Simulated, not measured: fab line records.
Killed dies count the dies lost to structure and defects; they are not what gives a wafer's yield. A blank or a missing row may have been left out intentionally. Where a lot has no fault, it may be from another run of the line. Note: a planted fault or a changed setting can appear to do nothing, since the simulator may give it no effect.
Split-lot study | flow n5-finfet | 7 lots, 21 wafers read, on a route of 1938 steps

THE SPLIT ITSELF
At N5_BEOL_M0_SAQP_SPACER1_ALD_98 (deposits SiO2, target thk 12.8 nm, pulse time 1 s, purge time 2 s), the setting temp-c was moved away from the recipe's 300 C on 3 of the 21 wafers read, by -2.6% to -2.5%. The other wafers ran this setting at the recipe's value.

Reading taken at the split's own step.

THE READING
SiO2_of_BEOL_M0_SAQP_SPACER1_ALD_98.thk-nm (the simulator's own value, which no gauge read), in nm, at N5_BEOL_M0_SAQP_SPACER1_ALD_98 (deposits SiO2, target thk 12.8 nm, pulse time 1 s, purge time 2 s). The file does not state a usual value for it. The 18 wafers here that ran the recipe average 12.8 nm, standard deviation 0.067 nm.

wafer  | tool, chamber at the split | temp-c as run, C | against the recipe | SiO2_of_BEOL_M0_SAQP_SPACER1_ALD_98.thk-nm, nm | against lot-mates on the recipe
L077.3 | ald-sin-01, 1,3            | 300              | recipe             | 12.8                                           | -
L077.4 | ald-sin-01, 1,3            | 300              | recipe             | 12.8                                           | -
L077.5 | ald-sin-01, 1              | 300              | recipe             | 12.6                                           | -
L079.1 | ald-sin-04, 0,1,0          | 300              | recipe             | 12.8                                           | -
L079.3 | ald-sin-04, 0,1,0          | 300              | recipe             | 12.8                                           | -
L079.5 | ald-sin-04, 0,1,0          | 300              | recipe             | 12.8                                           | -
L080.2 | ald-sin-03, 1,2            | 300              | recipe             | 12.8                                           | -
L080.6 | ald-sin-03, 1,2            | 300              | recipe             | 12.8                                           | -
L080.5 | ald-sin-03, 3              | 300              | recipe             | 13                                             | -
L085.1 | ald-sin-01, 1,0            | 300              | recipe             | 12.8                                           | -
L085.6 | ald-sin-01, 1,0            | 300              | recipe             | 12.8                                           | -
L085.5 | ald-sin-01, 3              | 292.3            | -2.6%              | 13.2                                           | +0.4
L088.2 | ald-sin-04, 0,2,2          | 300              | recipe             | 12.8                                           | -
L088.3 | ald-sin-04, 0,2,2          | 300              | recipe             | 12.8                                           | -
L088.6 | ald-sin-04, 0,2,2          | 300              | recipe             | 12.8                                           | -
L092.1 | ald-sin-01, 2,1            | 292.4            | -2.5%              | 13.2                                           | +0.4
L092.2 | ald-sin-01, 2,1            | 292.4            | -2.5%              | 13.2                                           | +0.4
L092.3 | ald-sin-01, 0              | 300              | recipe             | 12.8                                           | -
L095.1 | ald-sin-04, 1,0,0          | 300              | recipe             | 12.8                                           | -
L095.3 | ald-sin-04, 1,0,0          | 300              | recipe             | 12.8                                           | -
L095.6 | ald-sin-04, 1,0,0          | 300              | recipe             | 12.8                                           | -
When a row names more than one chamber, that row covers several wafers, and the file does not tell which wafer ran in which chamber.

THE FIT
A straight line over all 21 wafers: SiO2_of_BEOL_M0_SAQP_SPACER1_ALD_98.thk-nm changes by -0.157 nm for each +1% of temp-c; r = -0.91; the points scatter about the line by 0.065 nm.
The same after taking each lot's own level away (the mean of its wafers on the recipe; 21 wafers): -0.157 nm for each +1%; r = -0.94; scatter 0.053 nm.
On that fit, the largest move of temp-c shifts the reading by 0.4 nm.
Across the lots, their own levels run from 12.73 to 12.87 nm, a range of 2.0 times the standard deviation given above.
The two slopes agree, so the slope changes little with the lot-to-lot level.
Check: +0.405 nm against its lot-mates is what the line predicts for one of the wafers moved furthest among these (-2.6%) when that wafer is left out of the fit. It came out at +0.4 nm against them.

OTHER SPLITS ON THESE WAFERS
Before the reading, these wafers also passed through other splits. Each is held against what the fit with the lots' levels taken away leaves over:
other split on the same wafers                 | wafers away from the commonest value | r with SiO2_of_BEOL_M0_SAQP_SPACER1_ALD_98.thk-nm (lot level and that fit taken away)
N5_BEOL_M0_SAQP_HM_DEP_02 target-thk-a         | 9                                    | -0.14
N5_BEOL_M0_SAQP_PECVD_04 time-s                | 8                                    | +0.06
N5_BEOL_M0_SAQP_MANDREL_ETCH_20 over-etch-frac | 8                                    | +0.13

THE FILE'S OWN FIT
SiO2_of_BEOL_M0_SAQP_SPACER1_ALD_98.thk-nm changes by -0.157 nm for each +1% of temp-c, r = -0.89.
